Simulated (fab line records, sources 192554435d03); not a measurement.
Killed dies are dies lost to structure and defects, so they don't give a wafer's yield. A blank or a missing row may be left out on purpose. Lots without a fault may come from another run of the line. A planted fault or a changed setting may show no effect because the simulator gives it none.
fab line records | flow n5_finfet
record lots=8 wafers=24 last_day=17
route steps=1938 shown DUMMY_GATE@242 SPACER0@261 SD_EPI_N@272 BEOL_M4@1111 PASSIVATION@1936
lots that met no fault: from a run of the same line without faults
start_h: hours from the record's first day to the start of the lot's first wafer shown | wait_h: hours since the lot's step before | " the same as in the row above | L1.1+2: a row that stands for several wafers | - no value, or no start given | * or withheld: withheld | < > ~ a bound
route shown NAME@n: a module of which the file shows steps, and the number in the route of the first | usual: mean/standard deviation of fault-free wafers | same: alike in all rows | chamber/n: place in a boat | sites: the reading at each site | _std_site: their standard deviation | _edge_site: outer sites' mean less inner sites' | radius_mm: how far each site lies from the wafer's centre | mask NAME#n: copy n | behind: the tool/chamber that last shaped the wafer | hold: why the lot was held/for how many hours/how that ended | device: the transistor (n, p or np) that didn't switch | end of line: the same wafers' tests at the end of the route | a step without rows: its recipe alone | killed: dies lost to structure and defects at the first sort, not the wafer's yield | map: a wafer's dies, x killed, . not, _ none there
set.NAME: the setting as run; set.NAME@STEP: as run at that earlier step | model.NAME: the simulator's own value behind a step, which no gauge read
steps of the route over a sample of lots; a table a step, a row a wafer
services: from which hour (start_h, from the record's first day; less than 0 if before it) a tool's chamber was out of use, for how many hours, and why
## steps
# step N5_DUMMY_GATE_CD_MEAS_50
# recipe target_cd_nm=14
# usual cd_nm=14.0/0.33
# columns lot.wafer tool chamber start_h wait_h cd_nm
L799.1 cd_sem-02 - 64.88 0.0 13.7
L799.3 " - " " 13.8
L799.5 " - " " 13.7
L800.1 cd_sem-03 - 69.87 0.0 13.8
L800.5 " - " " 14.0
L800.6 " - " " 14.0
L805.2 cd_sem-01 - 103.72 0.0 14.3
L805.3 " - " " 14.6
L805.6 " - " " 14.2
L808.1 cd_sem-02 - 123.27 0.0 14.5
L808.3 " - " " 14.3
L808.4 " - " " 13.6
L813.1 cd_sem-02 - 148.31 0.0 14.4
L813.3 " - " " 13.6
L813.6 " - " " 13.4
L815.3 cd_sem-03 - 161.03 0.0 14.0
L815.5 " - " " 13.6
L815.6 " - " " 14.7
L816.2 cd_sem-02 - 167.56 0.0 13.6
L816.5 " - " " 13.6
L816.6 " - " " 13.1
L819.1 cd_sem-03 - 188.44 0.0 13.9
L819.2 " - " " 14.5
L819.6 " - " " 14.1
# step N5_DUMMY_GATE_CD_MEAS_24
# recipe target_cd_nm=15
# usual cd_nm=15.0/0.41
# columns lot.wafer tool chamber start_h wait_h cd_nm
L799.1 cd_sem-01 - 65.40 0.1 14.8
L799.3 " - " " 14.5
L799.5 " - " " 15.0
L800.1 cd_sem-01 - 70.36 0.1 15.2
L800.5 " - " " 15.1
L800.6 " - " " 15.2
L805.2 cd_sem-03 - 104.23 0.1 15.2
L805.3 " - " " 15.5
L805.6 " - " " 14.5
L808.1 cd_sem-02 - 123.89 0.1 15.5
L808.3 " - " " 15.4
L808.4 " - " " 14.9
L813.1 cd_sem-01 - 148.80 0.1 15.2
L813.3 " - " " 14.8
L813.6 " - " " 14.1
L815.3 cd_sem-02 - 161.53 0.1 15.0
L815.5 " - " " 15.0
L815.6 " - " " 15.4
L816.2 cd_sem-03 - 168.06 0.1 14.6
L816.5 " - " " 14.7
L816.6 " - " " 14.3
L819.1 cd_sem-02 - 189.05 0.1 15.1
L819.2 " - " " 15.8
L819.6 " - " " 15.8
# step N5_DUMMY_GATE_STRIP_48
# recipe chemistry=N2/H2 time_s=20 power_w=100 temp_c=40 pressure_mtorr=100 rf_frequency_hz=6e+07 bias_power_w=3 n2_flow_sccm=300 h2_flow_sccm=300
# usual drypump_motor_current_A=5.9/0.44 oes_product_au=0.74/0.032 rf_vpp_V=45.3/0.85 showerhead_plenum_p_Torr=3.36/0.12 temp_c=40.01/0.1 throttle_valve_pct=12.25/0.14
# columns lot.wafer tool chamber start_h wait_h drypump_motor_current_A oes_product_au rf_hours_counter_h rf_vpp_V showerhead_plenum_p_Torr temp_c throttle_valve_pct
L799.1 rie_diel-04 2 66.08 0.0 5.4 0.79 116 45.5 3.39 40.25 12.13
L799.3 " 0 " " 6.3 0.75 184 44.8 3.21 39.87 12.43
L799.5 " 1 " " 6.0 0.75 - 45.3 3.52 40.10 12.21
L800.1 rie_diel-02 3 70.69 0.0 6.7 0.69 222 45.3 3.47 40.14 12.40
L800.5 " 0 " " 5.1 0.85 - 45.5 3.55 40.12 12.05
L800.6 " 1 " " 6.2 0.78 - 43.1 3.26 40.04 12.07
L805.2 rie_diel-04 3 104.32 0.0 6.0 0.73 154 46.9 3.50 39.97 12.07
L805.3 " 0 " " 6.4 0.74 194 45.9 3.20 39.90 12.47
L805.6 " 1 " " 6.1 0.74 - 44.8 3.52 40.12 12.24
L808.1 rie_diel-02 2 123.99 0.0 6.1 0.74 145 45.6 3.38 39.98 12.07
L808.3 " 0 " " 5.1 0.83 84 45.0 3.54 40.11 12.08
L808.4 " 3 " " 6.7 0.67 237 46.6 3.46 39.95 12.43
L813.1 rie_diel-02 1 148.90 0.0 6.2 0.77 138 46.0 3.25 39.90 12.12
L813.3 " 2 " " 6.1 0.74 151 46.0 3.37 40.16 12.10
L813.6 " 0 " " 5.1 0.82 - 46.0 3.54 40.08 12.06
L815.3 rie_diel-04 3 161.62 0.0 5.9 0.71 172 45.2 3.49 39.91 12.13
L815.5 " 1 " " 6.0 0.73 - 45.5 3.50 40.13 12.30
L815.6 " 2 " " 5.5 0.76 - 45.3 3.37 39.84 12.21
L816.2 rie_diel-02 0 168.40 0.0 5.1 0.81 96 45.4 3.53 40.00 12.10
L816.5 " 2 " " 6.2 0.73 - 45.6 3.37 40.03 12.11
L816.6 " 3 " " 6.7 0.67 - 45.5 3.45 40.08 12.42
L819.1 rie_diel-04 2 189.25 0.0 5.4 0.75 154 45.6 3.37 40.07 12.25
L819.2 " 3 " " 6.0 0.71 180 45.0 3.49 40.01 12.14
L819.6 " 0 " " 6.3 0.72 - 45.3 3.19 39.98 12.53
# step N5_DUMMY_GATE_INSPECT_27
# recipe inspect_instrument=brightfield mode=aei
# usual raw_defect_count=284/70
# columns lot.wafer tool chamber start_h wait_h raw_defect_count
L799.1 defect_inspect-01 - 66.27 0.0 209
L799.3 " - " " 367
L799.5 " - " " 208
L800.1 defect_inspect-01 - 70.88 0.0 324
L800.5 " - " " 260
L800.6 " - " " 396
L805.2 defect_inspect-01 - 104.51 0.0 352
L805.3 " - " " 256
L805.6 " - " " 192
L808.1 defect_inspect-01 - 124.17 0.0 334
L808.3 " - " " 351
L808.4 " - " " 497
L813.1 defect_inspect-01 - 149.09 0.0 774
L813.3 " - " " 678
L813.6 " - " " 731
L815.3 defect_inspect-01 - 161.81 0.0 264
L815.5 " - " " 171
L815.6 " - " " 178
L816.2 defect_inspect-01 - 168.59 0.0 677
L816.5 " - " " 558
L816.6 " - " " 585
L819.1 defect_inspect-02 - 189.44 0.0 319
L819.2 " - " " 483
L819.6 " - " " 388
# step N5_SPACER0_INSPECT_04
# recipe inspect_instrument=darkfield mode=post_dep
# usual raw_defect_count=128/30
# columns lot.wafer tool chamber start_h wait_h raw_defect_count
L799.1 defect_inspect-01 - 66.88 0.1 81
L799.3 " - " " 136
L799.5 " - " " 88
L800.1 defect_inspect-01 - 71.48 0.1 140
L800.5 " - " " 120
L800.6 " - " " 171
L805.2 defect_inspect-01 - 105.13 0.1 134
L805.3 " - " " 94
L805.6 " - " " 98
L808.1 defect_inspect-02 - 124.78 0.1 134
L808.3 " - " " 154
L808.4 " - " " 194
L813.1 defect_inspect-02 - 149.69 0.1 610
L813.3 " - " " 519
L813.6 " - " " 571
L815.3 defect_inspect-02 - 162.88 0.1 104
L815.5 " - " " 79
L815.6 " - " " 66
L816.2 defect_inspect-01 - 169.20 0.1 522
L816.5 " - " " 485
L816.6 " - " " 481
L819.1 defect_inspect-01 - 190.04 0.1 110
L819.2 " - " " 169
L819.6 " - " " 163
# step N5_SD_EPI_N_INSPECT_11
# recipe mode=adi inspect_instrument=macro
# usual raw_defect_count=2.2/1.5
# columns lot.wafer tool chamber start_h wait_h raw_defect_count
L799.1 defect_inspect-01 - 67.33 0.0 0
L799.3 " - " " 5
L799.5 " - " " 0
L800.1 defect_inspect-01 - 71.94 0.0 3
L800.5 " - " " 1
L800.6 " - " " 0
L805.2 defect_inspect-01 - 105.46 0.0 5
L805.3 " - " " 3
L805.6 " - " " 1
L808.1 defect_inspect-02 - 125.23 0.0 2
L808.3 " - " " 3
L808.4 " - " " 3
L813.1 defect_inspect-02 - 150.02 0.0 >300
L813.3 " - " " >300
L813.6 " - " " >300
L815.3 defect_inspect-02 - 163.34 0.0 1
L815.5 " - " " 2
L815.6 " - " " 1
L816.2 defect_inspect-01 - 169.65 0.0 >300
L816.5 " - " " >300
L816.6 " - " " >300
L819.1 defect_inspect-01 - 190.50 0.0 3
L819.2 " - " " 1
L819.6 " - " " 2
# step N5_SD_EPI_N_ETCH_34
# recipe chemistry=CF4 target=SiARC target_depth_a=455 mask_material=CAR-ArF-block time_s=75.8 ion_energy_ev=80 pressure_mtorr=40 source_w=545 bias_w=36 Ar_flow_sccm=100 cf4_flow_sccm=100 ends=cleared
# usual bias_w=36.01/0.11 drypump_motor_current_A=5.7/0.54 etch_rf_on_time_s=75.8/1.3 oes_product_au=0.66/0.064 rf_vpp_V=184.4/0.98 showerhead_plenum_p_Torr=2.17/0.059 throttle_valve_pct=15.70/0.21
# columns lot.wafer tool chamber start_h wait_h bias_w drypump_motor_current_A etch_rf_on_time_s oes_product_au rf_hours_counter_h rf_vpp_V showerhead_plenum_p_Torr throttle_valve_pct
L799.1 rie_diel-06 1 67.61 0.0 36.02 5.2 76.3 0.66 117 184.4 2.16 15.49
L799.3 " 3 " " 35.97 5.8 75.0 0.66 126 184.9 2.15 15.80
L799.5 " 2 " " 35.95 6.6 76.9 0.62 - 184.7 2.21 15.77
L800.1 rie_diel-05 2 72.01 0.0 35.97 5.1 75.4 0.62 182 186.3 2.22 15.87
L800.5 " 0 " " 36.11 6.6 74.5 0.61 - 183.6 2.12 15.55
L800.6 " 1 " " 35.95 5.7 75.3 0.72 - 186.2 2.26 15.67
L805.2 rie_diel-01 0 105.70 0.0 35.86 5.2 76.1 0.75 34 183.2 2.09 15.53
L805.3 " 3 " " 36.03 5.2 73.5 0.64 182 183.1 2.22 16.04
L805.6 " 1 " " 36.11 5.9 75.8 0.58 - 184.2 2.11 15.89
L808.1 rie_diel-05 1 125.30 0.0 36.03 5.8 77.3 0.69 78 185.0 2.25 15.71
L808.3 " 0 " " 36.10 6.6 76.5 0.59 220 184.6 2.12 15.57
L808.4 " 2 " " 36.07 5.1 76.2 0.60 199 185.0 2.21 15.90
L813.1 rie_diel-01 2 150.09 0.0 36.00 6.1 74.4 0.65 175 185.0 2.22 15.74
L813.3 " 0 " " 36.16 5.2 78.3 0.71 49 183.4 2.08 15.58
L813.6 " 0 " " 36.17 5.2 77.9 0.72 - 183.7 2.08 15.55
L815.3 rie_diel-01 2 163.65 0.0 35.97 6.1 75.6 0.64 182 184.8 2.22 15.75
L815.5 " 3 " " 36.09 5.2 74.5 0.62 - 185.1 2.21 16.07
L815.6 " 0 " " 36.04 5.1 77.9 0.71 - 183.1 2.08 15.59
L816.2 rie_diel-06 0 169.84 0.0 36.23 4.9 75.5 0.73 45 184.4 2.10 15.59
L816.5 " 2 " " 35.98 6.6 77.5 0.59 - 184.8 2.20 15.86
L816.6 " 3 " " 35.91 5.7 75.6 0.62 - 183.1 2.14 15.86
L819.1 rie_diel-05 0 190.57 0.0 36.05 6.6 76.1 0.58 242 184.4 2.11 15.63
L819.2 " 1 " " 36.05 5.8 77.1 0.66 100 185.9 2.25 15.74
L819.6 " 0 " " 35.96 6.6 75.5 0.58 - 182.0 2.11 15.63
# step N5_SD_EPI_N_INSPECT_26
# recipe inspect_instrument=darkfield mode=post_epi
# usual raw_defect_count=191/39
# columns lot.wafer tool chamber start_h wait_h raw_defect_count
L799.1 defect_inspect-01 - 71.53 0.1 177
L799.3 " - " " 176
L799.5 " - " " 140
L800.1 defect_inspect-01 - 75.91 0.1 207
L800.5 " - " " 184
L800.6 " - " " 257
L805.2 defect_inspect-02 - 109.65 0.1 231
L805.3 " - " " 189
L805.6 " - " " 198
L808.1 defect_inspect-01 - 129.21 0.1 203
L808.3 " - " " 207
L808.4 " - " " 250
L813.1 defect_inspect-01 - 154.05 0.1 671
L813.3 " - " " 615
L813.6 " - " " 673
L815.3 defect_inspect-01 - 167.56 0.1 159
L815.5 " - " " 104
L815.6 " - " " 91
L816.2 defect_inspect-01 - 174.26 0.1 612
L816.5 " - " " 539
L816.6 " - " " 551
L819.1 defect_inspect-01 - 194.49 0.1 179
L819.2 " - " " 242
L819.6 " - " " 206
# step N5_BEOL_M4_RC_MEAS_101
# usual DIBL_N=35.8/1.6 DIBL_P=36.0/2.1 IOFF_N=0.153/0.026 IOFF_P=0.21/0.037 ION_N=673/11 ION_P=462/7.6 SS_N=71.4/0.53 SS_P=73.2/0.67 VT_N=250/3.2 VT_P=-250/3.7
# columns lot.wafer tool chamber start_h wait_h DIBL_N[mV/V] DIBL_P[mV/V] IOFF_N[nA/um] IOFF_P[nA/um] ION_N[uA/um] ION_P[uA/um] SS_N[mV/dec] SS_P[mV/dec] VT_N[mV] VT_P[mV]
L799.1 prober-02 0 192.23 0.0 38.4 37.5 0.175 0.22 679 461 72.8 73.6 251 -251
L799.3 " 0 " " 39.5 39.5 0.193 0.27 685 473 72.2 74.4 250 -249
L799.5 " 0 " " 36.4 35.9 0.144 0.20 678 464 70.8 73.0 251 -253
L800.1 prober-01 0 198.14 0.0 37.5 36.1 0.193 0.24 691 468 71.4 73.7 245 -246
L800.5 " 0 " " 37.4 36.3 0.183 0.25 685 471 70.9 73.9 246 -243
L800.6 " 0 " " 36.8 35.5 0.180 0.24 697 476 70.6 72.9 245 -243
L805.2 prober-01 0 224.95 0.2 35.2 35.2 0.136 0.18 671 462 71.4 73.4 250 -252
L805.3 " 0 " " 35.3 35.7 0.153 0.20 688 468 70.8 72.8 249 -249
L805.6 " 0 " " 36.4 37.6 0.168 0.22 688 469 71.9 72.6 246 -248
L808.1 prober-02 0 240.69 0.0 33.4 32.2 0.113 0.16 656 449 71.4 71.8 254 -252
L808.3 " 0 " " 33.7 32.9 0.112 0.17 659 457 70.6 72.4 255 -251
L808.4 " 0 " " 36.6 37.2 0.168 0.23 684 465 71.2 73.2 249 -248
L813.1 prober-01 0 275.89 0.0 35.1 36.0 0.145 0.19 665 459 70.7 73.7 251 -252
L813.3 " 0 " " 35.1 35.8 0.148 0.19 671 458 71.4 72.8 249 -250
L813.6 " 0 " " 37.1 38.2 0.178 0.22 678 460 72.4 74.1 249 -252
L816.2 prober-02 0 285.42 0.2 33.9 35.1 0.134 0.19 659 463 70.9 73.0 254 -250
L816.5 " 0 " " 35.2 36.3 0.168 0.23 673 466 71.8 73.2 248 -246
L816.6 " 0 " " 35.8 37.1 0.181 0.23 680 460 72.2 73.5 249 -246
L815.3 prober-01 0 289.61 0.3 36.5 36.6 0.159 0.20 669 459 71.4 73.7 253 -251
L815.5 " 0 " " 37.5 37.0 0.174 0.21 680 464 72.2 73.4 250 -249
L815.6 " 0 " " 34.7 35.0 0.136 0.18 661 460 70.6 72.9 253 -254
L819.1 prober-01 0 306.13 0.0 38.3 36.3 0.182 0.21 675 454 71.5 73.9 248 -251
L819.2 " 0 " " 34.6 32.5 0.124 0.17 668 456 71.3 72.6 254 -253
L819.6 " 0 " " 35.0 33.8 0.136 0.18 665 461 71.1 73.1 249 -253
# step N5_PASSIVATION_PROBE_49
# usual defect_limited_yield=91.3/1.5 killed_at_M0_to_M3=33/12 killed_at_M4_up=13/5.2 killed_at_contacts=13/6.7 killed_at_front_end=40/11 killed_at_other=4.1/2.7 killed_dies=103/17 killed_open=69/13 killed_short=33/8.4 sort_bin_5_function=5.1/1 sort_bin_6_memory=3.2/0.62 sort_n_pass=1077/17 sort_yield_pct=91.3/1.5
# same gross_dies=1180 killed_at_back_side=0 sort_bin_4_leakage[%]=0 sort_bin_8_speed[%]=0
# columns lot.wafer tool chamber start_h wait_h defect_limited_yield[%] killed_at_M0_to_M3 killed_at_M4_up killed_at_contacts killed_at_front_end killed_at_other killed_dies killed_open killed_short sort_bin_5_function[%] sort_bin_6_memory[%] sort_n_pass sort_yield_pct[%]
L813.1 prober-02 - 388.15 0.0 83.1 36 17 4 137 6 200 81 24 10.9 4.2 980 83.1
L813.3 prober-02 - 388.25 0.1 88.1 29 10 7 92 2 140 45 23 6.9 3.8 1040 88.1
L813.6 prober-02 - 388.40 0.3 81.7 35 25 1 150 5 216 72 38 11.4 4.2 964 81.7
L816.2 prober-01 - 394.75 0.3 83.2 22 10 17 145 4 198 68 21 10.7 4.3 982 83.2
L816.5 prober-01 - 394.90 0.5 85.9 27 13 17 100 9 166 67 25 9.0 3.6 1014 85.9
L816.6 prober-01 - 394.95 0.5 82.5 33 10 18 137 9 207 61 38 11.8 3.6 973 82.5
# killed by level:class
L813.1 DUMMY_GATE:unspecified=93 STI_FIN_REVEAL:geometric_particle:open=15 BEOL_M1:geometric_particle:open=10 BEOL_M2:geometric_particle:open=9 FIN_SAQP:geometric_particle:open=6 BEOL_M3:geometric_particle:open=6 BEOL_M0_SAQP:geometric_particle:open=5 DUMMY_GATE:geometric_particle:short=5
L813.3 DUMMY_GATE:unspecified=71 BEOL_M2:geometric_particle:open=11 BEOL_M1:geometric_particle:open=9 FIN_SAQP:geometric_particle:open=6 MOL_CONTACT_COAG:geometric_particle:open=5 STI_FIN_REVEAL:geometric_particle:open=4 BEOL_M2:geometric_particle:short=3 BEOL_M4:geometric_particle:open=3
L813.6 DUMMY_GATE:unspecified=106 BEOL_M4:geometric_particle:open=13 FIN_SAQP:geometric_particle:open=12 BEOL_M2:geometric_particle:open=10 FIN_SAQP:geometric_particle:short=9 BEOL_M0_SAQP:geometric_particle:short=7 DUMMY_GATE:geometric_particle:open=6 BEOL_M0_SAQP:geometric_particle:open=5
L816.2 DUMMY_GATE:unspecified=106 MOL_CONTACT_COAG:geometric_particle:open=14 FIN_SAQP:geometric_particle:open=11 BEOL_M0_SAQP:geometric_particle:open=6 BEOL_M0_SAQP:geometric_particle:short=5 BEOL_M3:geometric_particle:open=5 FIN_SAQP:geometric_particle:short=4 ILD0:geometric_particle:open=4
L816.5 DUMMY_GATE:unspecified=71 MOL_CONTACT_COAG:geometric_particle:open=16 STI_FIN_REVEAL:geometric_particle:open=10 BEOL_M1:geometric_particle:open=7 GATE_CUT:geometric_particle:short=5 BEOL_M0_SAQP:geometric_particle:short=5 BEOL_M3:geometric_particle:open=5 BEOL_M4:geometric_particle:open=5
L816.6 DUMMY_GATE:unspecified=104 MOL_CONTACT_COAG:geometric_particle:open=14 BEOL_M3:geometric_particle:open=7 BEOL_M0_SAQP:geometric_particle:open=6 BEOL_M2:geometric_particle:open=6 GATE_CUT:geometric_particle:short=5 BEOL_M0_SAQP:geometric_particle:short=5 MOL_CONTACT_COAG:geometric_particle:short=4
## services
# columns tool chamber start_h hours kind
rie_diel-02 - 53.02 14.6 pm
rie_diel-04 3 60.92 12.0 repair
rie_diel-02 2 69.71 3.8 repair
rie_diel-02 1 71.07 1.3 repair
rie_diel-06 3 73.64 6.6 repair
rie_diel-05 2 80.74 5.5 repair
rie_diel-02 - 104.66 0.8 repair
rie_diel-05 0 110.92 6.6 repair
rie_diel-06 1 116.06 7.0 repair
rie_diel-04 - 117.44 2.2 repair
rie_diel-02 - 126.83 2.8 pm
rie_diel-01 1 140.38 - clean
rie_diel-01 1 140.38 - consumable_replace:focus_ring
rie_diel-01 1 140.38 15.4 scheduled_down
rie_diel-01 1 140.38 15.4 vent_cycle
rie_diel-02 3 178.90 - clean
rie_diel-02 3 178.90 - consumable_replace:focus_ring
rie_diel-02 3 178.90 12.8 scheduled_down
rie_diel-02 3 178.90 12.8 vent_cycle
## key
first_sign step=N5_DUMMY_GATE_INSPECT_27 reading=raw_defect_count direction=up sigmas=5.5 usual=284 struck=667
effect step=N5_SPACER0_INSPECT_04 reading=raw_defect_count direction=up sigmas=14 usual=128 struck=531
effect step=N5_SD_EPI_N_INSPECT_11 reading=raw_defect_count direction=up sigmas=99+ usual=2.2 struck=>300
effect step=N5_SD_EPI_N_INSPECT_26 reading=raw_defect_count direction=up sigmas=11 usual=191 struck=610
effect step=N5_PASSIVATION_PROBE_49 reading=killed_at_front_end direction=up sigmas=7.8 usual=40 struck=127
more_kills_born_at N5_DUMMY_GATE_STRIP_48@rie_diel-02=551
met_at N5_DUMMY_GATE_STRIP_48
struck_lots L813,L816
not_acting_at N5_DUMMY_GATE_CD_MEAS_50,N5_DUMMY_GATE_CD_MEAS_24,N5_SD_EPI_N_ETCH_34
onset_between 123.99 148.90
fault kind=chamber_particle_source tool=rie_diel-02 chamber=- onset_h=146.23 steps=N5_DUMMY_GATE_STRIP_48 rate_per_visit_cm2=0.61497 end_h=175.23
